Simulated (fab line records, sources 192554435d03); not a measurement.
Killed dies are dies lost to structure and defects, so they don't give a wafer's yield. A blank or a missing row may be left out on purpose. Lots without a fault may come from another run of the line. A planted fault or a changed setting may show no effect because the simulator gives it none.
fab line records | flow n5_finfet
record lots=7 wafers=18 last_day=19
route steps=1938 shown HKMG_FIN@430 PASSIVATION@1936
lots that met no fault: from a run of the same line without faults
start_h: hours from the record's first day to the start of the lot's first wafer shown | wait_h: hours since the lot's step before | " the same as in the row above | L1.1+2: a row that stands for several wafers | - no value, or no start given | * or withheld: withheld | < > ~ a bound
route shown NAME@n: a module of which the file shows steps, and the number in the route of the first | usual: mean/standard deviation of fault-free wafers | same: alike in all rows | chamber/n: place in a boat | sites: the reading at each site | _std_site: their standard deviation | _edge_site: outer sites' mean less inner sites' | radius_mm: how far each site lies from the wafer's centre | mask NAME#n: copy n | behind: the tool/chamber that last shaped the wafer | hold: why the lot was held/for how many hours/how that ended | device: the transistor (n, p or np) that didn't switch | end of line: the same wafers' tests at the end of the route | a step without rows: its recipe alone | killed: dies lost to structure and defects at the first sort, not the wafer's yield | map: a wafer's dies, x killed, . not, _ none there
set.NAME: the setting as run; set.NAME@STEP: as run at that earlier step | model.NAME: the simulator's own value behind a step, which no gauge read
lots at some steps of the route; a table a step, a row a wafer
services: from which hour (start_h, from the record's first day; less than 0 if before it) a tool's chamber was out of use, for how many hours, and why
## steps
# step N5_HKMG_FIN_CD_MEAS_12
# recipe target_cd_nm=92.8 landing_energy_ev=500 detector=se_inlens
# usual cd_nm=93.0/0.63
# columns lot.wafer tool chamber start_h wait_h cd_nm
L845.1 cd_sem-02 0 80.75 - 93.7
L845.4 " 0 " " 93.7
L845.5 " 0 " " 93.2
L846.1 cd_sem-03 0 83.26 - 93.2
L846.4 " 0 " " 93.5
L846.6 " 0 " " 93.0
L854.1 cd_sem-01 0 134.08 - 93.5
L854.4 " 0 " " 92.5
L854.6 " 0 " " 92.1
L859.1 cd_sem-01 0 161.15 - 93.9
L859.3 " 0 " " 92.7
L859.4 " 0 " " 94.2
L862.5 cd_sem-02 0 180.27 - 92.6
L862.6 " 0 " " 93.4
L866.3 cd_sem-03 0 203.69 - 92.2
L866.6 " 0 " " 92.3
L868.3 cd_sem-02 0 217.12 - 92.2
L868.4 " 0 " " 93.3
# step N5_HKMG_FIN_OVL_MEAS_13
# recipe points_per_wafer=44
# usual NWFM_OVL=0.5/0.65
# columns lot.wafer tool chamber start_h wait_h NWFM_OVL[nm]
L845.1 overlay-02 0 80.78 0.0 0.7
L845.4 " 0 " " 0.1
L845.5 " 0 " " 0.7
L846.1 overlay-02 0 83.29 0.0 1.1
L846.4 " 0 " " 0.8
L846.6 " 0 " " 0.5
L854.1 overlay-01 0 134.11 0.0 0.2
L854.4 " 0 " " 0.1
L854.6 " 0 " " 0.1
L859.1 overlay-02 0 161.18 0.0 1.0
L859.3 " 0 " " 1.1
L859.4 " 0 " " 0.4
L862.5 overlay-01 0 180.30 0.0 1.9
L862.6 " 0 " " -0.1
L866.3 overlay-02 0 203.72 0.0 0.5
L866.6 " 0 " " 0.6
L868.3 overlay-02 0 217.15 0.0 0.7
L868.4 " 0 " " 0.6
# step N5_HKMG_FIN_INSPECT_14
# recipe mode=adi inspect_instrument=macro
# usual raw_defect_count=2.0/1.4
# columns lot.wafer tool chamber start_h wait_h raw_defect_count
L845.1 defect_inspect-01 - 80.81 0.0 0
L845.4 " - " " 3
L845.5 " - " " 0
L846.1 defect_inspect-02 - 83.31 0.0 0
L846.4 " - " " 1
L846.6 " - " " 1
L854.1 defect_inspect-01 - 134.13 0.0 2
L854.4 " - " " 4
L854.6 " - " " 0
L859.1 defect_inspect-02 - 161.21 0.0 3
L859.3 " - " " 0
L859.4 " - " " 3
L862.5 defect_inspect-02 - 180.32 0.0 4
L862.6 " - " " 1
L866.3 defect_inspect-01 - 203.75 0.0 1
L866.6 " - " " 2
L868.3 defect_inspect-02 - 217.17 0.0 3
L868.4 " - " " 2
# step N5_HKMG_FIN_DESCUM_17
# recipe chemistry=O2 time_s=7.9 source_power_w=50 bias_power_w=20 pressure_mtorr=20 rf_frequency_hz=2.712e+07 temp_c=40 resist=CAR-ArF o2_flow_sccm=225
# step N5_HKMG_FIN_ETCH_31
# recipe chemistry=CF4 target=SiARC target_depth_a=455 mask_material=CAR-ArF time_s=75.8 ion_energy_ev=80 pressure_mtorr=40 source_w=545 bias_w=36 Ar_flow_sccm=100 cf4_flow_sccm=100 ends=cleared
# usual drypump_motor_current_A=5.73/0.26 etch_rf_on_time_s=75.7/1.6 oes_product_au=0.69/0.086 rf_vpp_V=184.5/1.3 showerhead_plenum_p_Torr=2.17/0.071 throttle_valve_pct=15.54/0.26
# columns lot.wafer tool chamber start_h wait_h drypump_motor_current_A etch_rf_on_time_s oes_product_au rf_hours_counter_h rf_vpp_V showerhead_plenum_p_Torr throttle_valve_pct
L845.1 rie_diel-04 1 81.17 0.0 6.05 77.2 0.58 230 184.9 2.18 15.85
L845.4 " 2 " " 5.47 76.0 0.61 185 180.9 2.04 15.96
L845.5 " 0 " " 5.43 77.9 0.60 - 184.4 2.14 15.57
L846.1 rie_diel-05 1 83.38 0.0 5.81 75.8 0.58 239 184.6 2.20 15.52
L846.4 " 0 " " 5.58 74.8 0.70 78 182.8 2.16 15.24
L846.6 " 2 " " 6.18 74.9 0.76 - 183.6 2.17 15.59
L854.1 rie_diel-04 0 134.20 0.0 5.47 77.3 0.59 212 183.5 2.13 15.63
L854.4 " 3 " " 6.04 74.8 0.77 27 186.7 2.28 15.47
L854.6 " 3 " " 6.03 74.3 0.77 - 184.8 2.28 15.50
L859.1 rie_diel-04 1 161.28 0.0 6.02 74.3 0.84 3 186.7 2.18 15.39
L859.3 " 2 " " 5.45 76.5 0.59 215 183.5 2.03 16.05
L859.4 " 0 " " 5.41 79.8 0.57 226 183.7 2.13 15.64
L862.5 rie_diel-05 2 180.42 0.0 6.15 77.0 0.71 - 184.4 2.15 15.68
L862.6 " 0 " " 5.57 75.5 0.67 - 183.8 2.15 15.33
L866.3 rie_diel-04 0 203.82 0.0 5.45 79.0 0.57 239 183.7 2.12 15.66
L866.6 " 0 " " 5.48 78.9 0.57 - 184.5 2.12 15.68
L868.3 rie_diel-05 3 217.34 0.0 5.88 77.0 0.83 0 184.7 2.13 15.47
L868.4 " 1 " " 5.82 77.2 0.76 29 185.6 2.18 15.11
# step N5_HKMG_FIN_ETCH_32
# recipe chemistry=N2/H2 target=SOC target_depth_a=2400 temp_c=40 time_s=300 ion_energy_ev=200 mask_material=SiARC pressure_mtorr=30 source_w=840 bias_w=150 n2_flow_sccm=200 h2_flow_sccm=200
# usual drypump_motor_current_A=5.74/0.26 oes_product_au=0.81/0.1 rf_vpp_V=524.9/2.6 showerhead_plenum_p_Torr=2.58/0.089 throttle_valve_pct=17.8/0.31
# columns lot.wafer tool chamber start_h wait_h drypump_motor_current_A oes_product_au rf_hours_counter_h rf_vpp_V showerhead_plenum_p_Torr throttle_valve_pct
L845.1 rie_diel-04 1 81.23 0.0 6.02 0.66 230 526.2 2.61 18.1
L845.4 " 2 " " 5.46 0.71 185 519.8 2.43 18.3
L845.5 " 0 " " 5.43 0.68 - 522.4 2.52 17.8
L846.1 rie_diel-05 1 83.44 0.0 5.81 0.69 239 525.6 2.61 17.6
L846.4 " 0 " " 5.59 0.82 78 525.6 2.57 17.5
L846.6 " 2 " " 6.15 0.89 - 525.9 2.59 17.9
L854.1 rie_diel-04 0 134.26 0.0 5.43 0.69 213 522.2 2.51 17.9
L854.4 " 3 " " 6.03 0.91 27 528.3 2.72 17.8
L854.6 " 3 " " 6.03 0.91 - 528.7 2.72 17.8
L859.1 rie_diel-04 1 161.33 0.0 6.06 0.98 4 524.9 2.60 17.6
L859.3 " 2 " " 5.46 0.69 215 520.0 2.42 18.4
L859.4 " 0 " " 5.46 0.68 226 523.1 2.51 17.9
L862.5 rie_diel-05 2 180.54 0.1 6.14 0.82 - 524.2 2.58 18.0
L862.6 " 0 " " 5.59 0.78 - 523.1 2.55 17.5
L866.3 rie_diel-04 0 203.88 0.0 5.44 0.67 239 522.6 2.50 17.9
L866.6 " 0 " " 5.44 0.66 - 522.4 2.50 17.9
L868.3 rie_diel-05 3 217.40 0.0 5.85 0.97 1 521.6 2.51 17.8
L868.4 " 1 " " 5.80 0.89 30 523.7 2.59 17.3
# step N5_HKMG_FIN_STRIP_33
# recipe chemistry=N2/H2 temp_c=40 n2_flow_sccm=200 h2_flow_sccm=200 rf_frequency_hz=6e+07
# step N5_HKMG_FIN_STRIP_34
# recipe chemistry=CF4 resist=SiARC power_w=300 bias_power_w=75 pressure_mtorr=50 cf4_flow_sccm=150 rf_frequency_hz=6e+07
# usual drypump_motor_current_A=5.73/0.26 oes_product_au=0.80/0.093 rf_vpp_V=271.7/1.6 showerhead_plenum_p_Torr=1.82/0.059 throttle_valve_pct=13.50/0.27
# columns lot.wafer tool chamber start_h wait_h drypump_motor_current_A oes_product_au rf_hours_counter_h rf_vpp_V showerhead_plenum_p_Torr throttle_valve_pct
L845.1 rie_diel-04 1 81.42 0.0 6.04 0.68 231 272.9 1.83 13.84
L845.4 " 2 " " 5.46 0.71 185 269.1 1.71 13.93
L845.5 " 0 " " 5.46 0.70 - 270.4 1.79 13.59
L846.1 rie_diel-05 1 83.63 0.0 5.81 0.68 239 272.6 1.84 13.55
L846.4 " 0 " " 5.58 0.82 78 271.5 1.81 13.25
L846.6 " 2 " " 6.12 0.87 - 271.1 1.81 13.51
L854.1 rie_diel-04 0 134.45 0.0 5.45 0.69 213 270.4 1.79 13.62
L854.4 " 3 " " 6.03 0.88 27 272.8 1.90 13.40
L854.6 " 3 " " 6.04 0.88 - 272.4 1.90 13.42
L859.1 rie_diel-04 1 161.52 0.0 6.05 0.96 4 271.7 1.82 13.31
L859.3 " 2 " " 5.46 0.68 215 268.3 1.70 14.00
L859.4 " 0 " " 5.43 0.69 226 268.7 1.79 13.65
L862.5 rie_diel-05 2 180.65 0.0 6.17 0.83 - 272.3 1.79 13.61
L862.6 " 0 " " 5.62 0.77 - 271.3 1.80 13.31
L866.3 rie_diel-04 0 204.07 0.0 5.40 0.67 239 272.3 1.78 13.68
L866.6 " 0 " " 5.45 0.68 - 270.9 1.78 13.69
L868.3 rie_diel-05 3 217.59 0.0 5.87 0.97 1 271.3 1.78 13.37
L868.4 " 1 " " 5.81 0.88 30 272.0 1.83 13.09
# step N5_HKMG_FIN_ETCH_35
# recipe chemistry=N2/H2 target=SOC target_depth_a=2158 ion_energy_ev=65 bias_w=5 source_w=3000 time_s=243.4 pressure_mtorr=30 n2_flow_sccm=200 h2_flow_sccm=200
# usual drypump_motor_current_A=5.74/0.26 oes_product_au=0.81/0.1 rf_vpp_V=141.9/1 showerhead_plenum_p_Torr=2.58/0.089 throttle_valve_pct=17.8/0.31
# columns lot.wafer tool chamber start_h wait_h drypump_motor_current_A oes_product_au rf_hours_counter_h rf_vpp_V showerhead_plenum_p_Torr throttle_valve_pct
L845.1 rie_diel-04 1 81.44 0.0 6.07 0.67 231 142.2 2.61 18.1
L845.4 " 2 " " 5.48 0.71 185 141.3 2.43 18.3
L845.5 " 0 " " 5.45 0.70 - 140.3 2.52 17.8
L846.1 rie_diel-05 1 83.65 0.0 5.81 0.69 239 143.2 2.61 17.6
L846.4 " 0 " " 5.59 0.82 78 142.9 2.57 17.5
L846.6 " 2 " " 6.16 0.88 - 141.4 2.59 17.9
L854.1 rie_diel-04 0 134.47 0.0 5.42 0.68 213 141.8 2.51 17.9
L854.4 " 3 " " 6.03 0.91 27 143.3 2.72 17.8
L854.6 " 3 " " 6.04 0.90 - 143.1 2.72 17.8
L859.1 rie_diel-04 1 161.54 0.0 6.04 0.99 4 142.0 2.60 17.7
L859.3 " 2 " " 5.46 0.69 215 140.1 2.42 18.4
L859.4 " 0 " " 5.48 0.68 226 140.5 2.51 17.9
L862.5 rie_diel-05 2 180.73 0.1 6.16 0.83 - 140.9 2.58 18.0
L862.6 " 0 " " 5.56 0.77 - 141.9 2.55 17.5
L866.3 rie_diel-04 0 204.09 0.0 5.42 0.67 239 141.0 2.50 17.9
L866.6 " 0 " " 5.38 0.66 - 142.4 2.50 17.9
L868.3 rie_diel-05 3 217.61 0.0 5.90 0.97 1 139.3 2.51 17.8
L868.4 " 1 " " 5.82 0.87 30 142.8 2.59 17.3
# step N5_HKMG_FIN_STRIP_92
# recipe chemistry=N2/H2 material=SOC time_s=20 power_w=500 temp_c=40 pressure_mtorr=50 rf_frequency_hz=6e+07 bias_power_w=8 h2_frac=0.5 n2_flow_sccm=300 h2_flow_sccm=300
# usual drypump_motor_current_A=5.75/0.26 oes_product_au=0.81/0.099 rf_vpp_V=54.3/0.85 showerhead_plenum_p_Torr=3.41/0.11 throttle_valve_pct=19.0/0.42
# columns lot.wafer tool chamber start_h wait_h drypump_motor_current_A oes_product_au rf_hours_counter_h rf_vpp_V showerhead_plenum_p_Torr throttle_valve_pct
L845.1 rie_diel-04 1 81.59 0.1 6.04 0.67 231 53.9 3.45 19.1
L845.4 " 2 " " 5.48 0.72 185 53.4 3.22 19.5
L845.5 " 0 " " 5.45 0.70 - 53.3 3.33 19.3
L846.1 rie_diel-05 1 83.80 0.1 5.81 0.69 239 53.7 3.44 18.7
L846.4 " 0 " " 5.59 0.80 78 53.8 3.39 18.6
L846.6 " 2 " " 6.16 0.89 - 54.7 3.42 19.0
L854.1 rie_diel-04 0 134.62 0.1 5.46 0.68 213 55.2 3.32 19.3
L854.4 " 3 " " 6.04 0.90 27 55.6 3.58 18.9
L854.6 " 3 " " 6.03 0.89 - 55.1 3.58 18.9
L859.1 rie_diel-04 1 161.69 0.1 6.05 0.98 4 54.1 3.43 18.7
L859.3 " 2 " " 5.44 0.69 215 53.8 3.20 19.5
L859.4 " 0 " " 5.45 0.67 226 53.9 3.32 19.3
L862.5 rie_diel-05 2 180.83 0.0 6.17 0.84 - 53.6 3.41 19.1
L862.6 " 0 " " 5.60 0.78 - 54.8 3.37 18.7
L866.3 rie_diel-04 0 204.24 0.1 5.50 0.66 240 53.8 3.31 19.3
L866.6 " 0 " " 5.49 0.66 - 54.9 3.31 19.3
L868.3 rie_diel-05 3 217.76 0.1 5.90 0.99 1 54.1 3.31 19.4
L868.4 " 1 " " 5.83 0.87 30 54.5 3.42 18.4
# step N5_HKMG_FIN_WET_ETCH_18
# recipe chemistry=SC1 target=TiN mix=1:1:5 temp_c=* time_s=55 target_depth_nm=5.2 dry=ipa_marangoni rinse_time_s=30 rinse_temp_c=23
# step N5_HKMG_FIN_STRIP_19
# recipe chemistry=N2/H2 power_w=2500 temp_c=300 h2_frac=0.65 time_s=360 pressure_mtorr=withheld n2_flow_sccm=1750 h2_flow_sccm=3250
# step N5_HKMG_FIN_ALD_91
# recipe material=TiN target_thk_a=10 temp_c=400 ald_precursor_family=TiCl4 ald_co_reactant=NH3 pulse_time_s=1 purge_time_s=3 co_reactant_purge_time_s=2 co_reactant_pulse_time_s=2 ald_cycles=47 pressure_torr=3
# usual ald_cycles=47/0 chamber_pressure_Torr=2.999/0.0066 heater_power_w=859/76 precursor_pulse_height_rel=1.003/0.018
# columns lot.wafer tool chamber start_h wait_h ald_cycles chamber_pressure_Torr heater_power_w precursor_pulse_height_rel model.TiN_of_HKMG_FIN_ALD_91.thk_nm
L845.1 ald_metal-04 0 82.11 0.3 47 3.002 842 1.011 1
L845.4 " 1 " " 47 3.000 759 1.020 1
L845.5 " 2 " " 47 2.990 869 1.011 1
L846.1 ald_metal-01 0 84.33 0.3 47 2.999 881 0.988 1
L846.4 " 1 " " 47 3.004 771 0.985 1
L846.6 " 3 " " 47 3.001 882 0.988 1
L854.1 ald_metal-02 0 135.44 0.3 47 3.002 847 1.023 1
L854.4 " 2 " " 47 2.997 781 1.003 1
L854.6 " 1 " " 47 3.000 864 1.015 1
L859.1 ald_metal-01 2 162.23 0.3 47 3.000 1055 1.012 1
L859.3 " 3 " " 47 3.000 881 1.016 1
L859.4 " 0 " " 47 2.998 878 1.026 1
L862.5 ald_metal-01 1 181.46 0.1 47 3.001 758 0.985 1
L862.6 " 0 " " 27 3.007 910 0.995 0.6
L866.3 ald_metal-01 2 204.77 0.1 47 2.998 1044 1.010 1
L866.6 " 1 " " 27 2.993 763 0.969 0.6
L868.3 ald_metal-01 0 218.29 0.1 47 3.003 879 0.997 1
L868.4 " 0 " " 27 2.995 902 0.991 0.6
# step N5_HKMG_FIN_COAT_85
# recipe resist=SOC temp_c=250 time_s=60 spin_rpm=1500 resist_thk_nm=300
# step N5_PASSIVATION_PROBE_49
# usual killed_at_M0_to_M3=36/11 killed_at_M4_up=14/5.2 killed_at_contacts=12/6.1 killed_at_front_end=40/12 killed_at_other=3.2/2.5 killed_dies=105/16 killed_open=68/12 killed_short=35/8.7
# same gross_dies=1180 killed_at_back_side=0
# columns lot.wafer tool chamber start_h wait_h killed_at_M0_to_M3 killed_at_M4_up killed_at_contacts killed_at_front_end killed_at_other killed_dies killed_open killed_short
L862.6 prober-01 - 387.91 0.3 29 10 12 249 4 304 62 36
L866.6 prober-01 - 453.50 0.3 58 12 10 173 7 260 70 37
L868.4 prober-01 - 459.27 0.2 17 14 21 200 0 252 52 36
# killed by level:class
L862.6 HKMG_FIN:area_ald=204 STI_FIN_REVEAL:geometric_particle:open=12 MOL_CONTACT_COAG:geometric_particle:open=11 GATE_CUT:geometric_particle:short=7 FIN_SAQP:geometric_particle:short=6 STI_FIN_REVEAL:geometric_particle:short=6 BEOL_M0_SAQP:geometric_particle:open=6 BEOL_M1:geometric_particle:open=5
L866.6 HKMG_FIN:area_ald=150 BEOL_M0_SAQP:geometric_particle:open=19 BEOL_M0_SAQP:geometric_particle:short=12 MOL_CONTACT_COAG:geometric_particle:open=9 FIN_SAQP:geometric_particle:short=6 BEOL_M0:geometric_particle:open=6 BEOL_M1:geometric_particle:open=6 STI_FIN_REVEAL:geometric_particle:open=5
L868.4 HKMG_FIN:area_ald=160 STI_FIN_REVEAL:geometric_particle:open=11 MOL_CONTACT_COAG:geometric_particle:open=11 FIN_SAQP:geometric_particle:short=9 MOL_CONTACT_COAG:geometric_particle:short=8 FIN_SAQP:geometric_particle:open=6 STARTING-WAFER:geometric_particle:short=5 BEOL_M4:geometric_particle:open=4
# map L862.6 (x killed, . not)
_________________...........x________________
______________..x...x.xx........_____________
___________........................__________
__________.....x........x.....x..x.._________
________....x...x.....x...x........x.._______
_______..........x...x.x..x.....x......______
______...............x...........x.x...._____
_____...x.............xx...x.............____
____........x........x...x...x..x..x......___
___...x.........xx.xx.....x.xxx...x........__
___....x.x.xx..x...x.x.xxxx....x.x.....x...__
__..x...........x.xx.....x..xxx..........x.._
__..x.........x..xx.xx.xx.xxx..x..x........._
_........x.x..x.xx..xxxx..x..x..xxx..x.......
_....x..x..x.x.x.xx..x.xx.....x.x.x.....x....
_......x.......xxx...xxxxxxxxxx..x.xx..xx....
_.....x......xxxx.x.xxxxxx.xxxx.....x........
_..........x.....xxxxxxxxxxxx.x..xx...x..x...
_.......xx.x....x..xx.x.x.x...xx....x........
_.......x...x..xx.x...xxxxxx..x..x...........
_.x....xx...x....xx...x.xx..xxxxxxx..x.x.....
__.......x.........xx.xx.....xxx.x.........._
__..........xx...x.xx.xx.xx.xx....x.x......._
___.....x....x.x.xxxxxx.xxx.xx.x..xx.x.....__
___.........x...x...xxxxxx..x.x..x........x__
____..........x.x.x..x..x.......x.........___
_____.....x..x..x...x.xx.xx.x.....x......____
______.......x...xx............xx....x.._____
_______.............x..x...xxxx........______
________..x......x......x...xxx......x_______
__________...x.x...x.x.....x.x.....x_________
___________..x................x.x..__________
______________.....x.....x...x.._____________
_________________............________________
# map L866.6 (x killed, . not)
_________________xx.xx.xx.xxx________________
______________..x.x..x..x.x.x..._____________
___________xxxx.......x...x........__________
__________x....................x..x._________
________xxxx.........x.x.x..........x._______
_______x.xx.x................x.....x.xx______
______x..x.x....xx.........x...x......x._____
_____xx...xx........x...............x....____
____x...x...............................x.___
___.xxx............xx......................__
___xx......................x...x.........x.__
__x..x..x.x....x.....x.xx.x.......xx....x.xx_
__x.x.xx.............x..x......x.x.....x...._
_x..x.......x...........x..................xx
_x.x...x..x..........x................x....x.
_...xx...x......................x...x...xx.x.
_x..x........x...........x.................xx
_xx..x...x...........x..............x......x.
_xx..xx.......xx...x.............x..x....x.x.
_xxxx....x.........xxx..........x...........x
_..x.xx.......xx...x.......................xx
__.x..x.x...x..x..x........x.........x......_
__x.xxx.....x.x......x.........x............_
___x....x.....x..x..................x.x.x..__
___xx.x.x.......................x.........x__
____xxx........x..................x.x...x.___
_____......x...........x.......x......xx.____
______xx.x.x.x...x.............x.xx..x.x_____
_______.xx.x.xx..........x.........xx.x______
________..x..xx.................xx.xxx_______
__________.xxxx.xx.x.x......x.x.x..x_________
___________....x...x.x.x.xx...x.xxx__________
______________x.x...xx....x.xx.x_____________
_________________.xxxx..xxx.x________________
## services
# columns tool chamber start_h hours kind
rie_diel-05 3 87.35 1.4 repair
rie_diel-05 1 117.01 - clean
rie_diel-05 1 117.01 - consumable_replace:focus_ring
rie_diel-05 1 117.01 21.5 scheduled_down
rie_diel-05 1 117.01 21.5 vent_cycle
rie_diel-04 0 120.85 5.2 repair
rie_diel-04 1 135.28 - clean
rie_diel-04 1 135.28 - consumable_replace:focus_ring
rie_diel-04 1 135.28 16.8 scheduled_down
rie_diel-04 1 135.28 16.8 vent_cycle
ald_metal-04 - 147.83 2.8 pm
rie_diel-05 3 184.85 - clean
rie_diel-05 3 184.85 - consumable_replace:focus_ring
rie_diel-05 3 184.85 29.9 scheduled_down
rie_diel-05 3 184.85 29.9 vent_cycle
ald_metal-04 - 188.72 1.3 repair
ald_metal-01 2 209.68 14.3 repair
## key
first_sign step=N5_HKMG_FIN_ALD_91 reading=ald_cycles direction=down sigmas=99+ usual=* struck=*
effect step=N5_PASSIVATION_PROBE_49 reading=killed_at_front_end direction=up sigmas=14 usual=40 struck=207
model_effect step=N5_HKMG_FIN_ALD_91 value=TiN_of_HKMG_FIN_ALD_91.thk_nm without=1 struck=0.6
more_kills_born_at N5_HKMG_FIN_ALD_91@ald_metal-01=514
met_at N5_HKMG_FIN_ALD_91
struck_wafers L862.6,L866.6,L868.4
tester_left_out L862,L866,L868
onset_between 162.23 181.46
fault kind=process_parameter_drift tool=ald_metal-01 chamber=- onset_h=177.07 steps=N5_HKMG_FIN_ALD_91 channel=ald_cycles offset=* shape=step end_h=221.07 scope=struck_wafers_only acts_in=* stated=*
# tester_left_out: of these lots the tester's yield and bins aren't shown, on N5 and GAA mostly nor the transistor test; their killed dies are dies lost to structure and defects alone, not to doping, threshold or leakage, so they don't give the yield
